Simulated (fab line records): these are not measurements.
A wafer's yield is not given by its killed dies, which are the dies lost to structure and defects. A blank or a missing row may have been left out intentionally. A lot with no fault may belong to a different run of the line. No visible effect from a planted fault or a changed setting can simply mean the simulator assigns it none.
Struck lot and sound lot, side by side + flow n5_finfet + 26 steps out of a route of 1938
Sound: the wafers L473.1, L473.2, L473.5. The struck wafers were L471.3, L471.5, L471.6. The cause is named last.
Order at every step that has rows: each side's tool, ch and its chambers, its first start. Under that, the readings that differ: sound wafers + struck wafers + difference of the means + sigmas: that difference in standard deviations of wafers without a fault.
alike: same words and numbers on both sides, and readings whose means sit less than 2 such deviations apart. not compared: any withheld reading, any reading some wafer has no value for, any bound like >300 that may hide the same value, and any number with overlapping values for which the record gives no deviation.
A row with sigmas, a row that says differs or no value, or rows on one side alone: a step with any of these is where the two part. When numbers do not overlap yet have no deviation, they are printed without sigmas and do not part them. A reading that every wafer of one side lacks parts them only if that side has two wafers or more.

first, 8 steps without rows for these wafers: N5_BEOL_M9_DEVELOP_10 (develop time 30 s); N5_BEOL_M9_DESCUM_16 (chemistry O2, time 7.9 s); N5_BEOL_M9_ETCH_61 (etches SiARC in CF4, target depth 39 nm, time 65 s); N5_BEOL_M9_ETCH_62 (etches SOC in N2/H2, target depth 110 nm, overetch 22 nm, time 165 s); N5_BEOL_M9_STRIP_68 (strips in N2/H2); N5_BEOL_M9_STRIP_67 (strips in CF4); N5_BEOL_M9_HM_OPEN_17 (chemistry Cl2/BCl3, target TiN, target depth 20 nm, overetch 6 nm); N5_BEOL_M9_STRIP_19 (strips in O2).
N5_BEOL_M9_COAT_63: time 60 s, resist thk 60 nm.
  sound on litho_track-01 ch 0, day 15 08:28; struck on litho_track-02 ch 0, day 15 08:36
| reading                                  | sound                | struck               | difference | sigmas      |
|------------------------------------------|----------------------|----------------------|------------|-------------|
| spin_speed_rpm (rpm)                     | 1498.0 1498.2 1499.4 | 1591.3 1591.5 1593.7 | +93.6      | +99 or more |
| model.SOC_of_BEOL_M9_COAT_63.thk_nm (nm) | 60 60.2 60.2         | 58.2 58.2 58.2       | -1.9       |             |
  alike: heater_power_total_W
then, 11 steps without rows for these wafers: N5_BEOL_M9_COAT_64 (time 60 s, resist thk 12 nm); N5_BEOL_M9_COAT_75 (time 60 s, resist thk 5 nm); N5_BEOL_M9_COAT_22 (resist thk 30 nm); N5_BEOL_M9_EBR_24; N5_BEOL_M9_SOFTBAKE_23 (time 60 s); N5_BEOL_M9_EXPOSE_25 (exposes mask V8); N5_BEOL_M9_PEB_26 (peb time 60 s); N5_BEOL_M9_DEVELOP_27 (develop time 30 s); N5_BEOL_M9_DESCUM_33 (chemistry O2, time 7 s); N5_BEOL_M9_ETCH_76 (etches underlayer in N2/H2, target depth 6.5 nm, time 5.2 s); N5_BEOL_M9_ETCH_65 (etches SiARC in CF4, target depth 15.6 nm, time 26 s).
N5_BEOL_M9_ETCH_66: etches SOC in N2/H2, target depth 80 nm, overetch 16 nm, time 120 s.
  sound on rie_diel-01 ch 0,1,2, day 15 08:56; struck on rie_diel-03 ch 1,2,3, day 15 09:04
| reading                  | sound             | struck            | difference | sigmas |
|--------------------------|-------------------|-------------------|------------|--------|
| model.etch.depth_nm (nm) | 59.96 60.12 60.11 | 58.22 58.29 58.24 | -1.81      |        |
  alike: drypump_motor_current_A, oes_product_au, rf_vpp_V, showerhead_plenum_p_Torr, throttle_valve_pct
  not compared: rf_hours_counter_h
then, 2 steps without rows for these wafers: N5_BEOL_M9_STRIP_69 (strips in N2/H2); N5_BEOL_M9_STRIP_77 (strips in N2/H2).
N5_BEOL_M9_VIA_ETCH_34: etches SiCOH lowk in C4F6/O2, target depth 182.4 nm, time 68.4 s.
  sound on rie_diel-01 ch 0,1,2, day 15 09:02; struck on rie_diel-03 ch 1,2,3, day 15 09:10
| reading                                  | sound      | struck     | difference | sigmas |
|------------------------------------------|------------|------------|------------|--------|
| model.SOC_of_BEOL_M9_COAT_63.thk_nm (nm) | 51 51 51.4 | 49 49 49.2 | -2         |        |
  alike: drypump_motor_current_A, oes_o_777_au, oes_product_au, rf_vpp_V, showerhead_plenum_p_Torr, throttle_valve_pct
  not compared: rf_hours_counter_h
then, 1 step without rows for these wafers: N5_BEOL_M9_STRIP_73 (strips in C4F6/O2).
-- here the record skips 3 days between the struck wafers' starts before and after, leaving off in module BEOL_M9 and picking up in module PASSIVATION (first step shown: number 1936 of the route) --
N5_PASSIVATION_PROBE_49:
  sound on prober-01 at day 18 10:34; struck on prober-01 at day 18 01:14
  alike: defect_limited_yield, killed_at_M0_to_M3, killed_at_M4_up, killed_at_contacts, killed_at_front_end, killed_at_other, killed_dies, killed_open, killed_short, sort_bin_5_function, sort_bin_6_memory, sort_bin_8_speed, sort_n_pass

## WHERE THEY PART
N5_BEOL_M9_COAT_63 only, going by this record. Later steps at which nothing parts them and some readings are alike: N5_BEOL_M9_ETCH_66, N5_BEOL_M9_VIA_ETCH_34, N5_PASSIVATION_PROBE_49.

WHY: what the simulator had put in
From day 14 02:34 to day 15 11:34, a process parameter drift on litho_track-02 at N5_BEOL_M9_COAT_63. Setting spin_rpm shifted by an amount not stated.
